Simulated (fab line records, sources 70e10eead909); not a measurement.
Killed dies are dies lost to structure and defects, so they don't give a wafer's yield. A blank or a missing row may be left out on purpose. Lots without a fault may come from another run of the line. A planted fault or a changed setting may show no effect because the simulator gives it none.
Chamber matching | flow nand_harc | NHARC_A_CHANNEL_HOLE_D2_ETCH_44 on rie_diel-05: 4 sister chambers
The step etches the open film in CF4/O2, target depth 140 nm, overetch 14 nm, time 77 s. 4 wafers are shown with their chamber, then 7 later ones without.

WAFERS WITH THEIR CHAMBER
wafer  | chamber | showerhead_plenum_p_Torr (Torr)
L084.1 | 2       | 1.41
L089.2 | 1       | 1.40
L090.1 | 3       | 1.27
L090.3 | 0       | 1.37

WAFERS WITHOUT THEIR CHAMBER
wafer  | showerhead_plenum_p_Torr (Torr)
L090.6 | 1.27
L094.1 | 1.36
L094.3 | 1.27
L094.4 | 1.40
L095.3 | 1.40
L095.4 | 1.36
L095.6 | 1.41

WHICH CHAMBER EACH WENT THROUGH
wafer  | from the rows above     | in truth
L090.6 | 3                       | 3
L094.1 | 0                       | 0
L094.3 | 3                       | 3
L094.4 | can't be placed: 1 or 2 | 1
L095.3 | can't be placed: 1 or 2 | 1
L095.4 | 0                       | 0
L095.6 | can't be placed: 2 or 1 | 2
Placed correctly: 4 of 7. Can't be placed from these rows: 3 (the true chamber is among the candidates in 3). Placed wrongly: 0.
How it was worked out, from the rows above alone: a wafer's distance from a chamber is the root of the sum, over the readings, of the square of ((its reading less the chamber's mean) divided by the reading's scatter). The wafer belongs to the nearest chamber; if the next one is less than 2 further off, it can't be placed. A chamber's mean is the mean of its shown wafers. The scatter: with one shown wafer a chamber, the root of the mean of the squares of how far each hidden wafer lies from its nearest shown one.
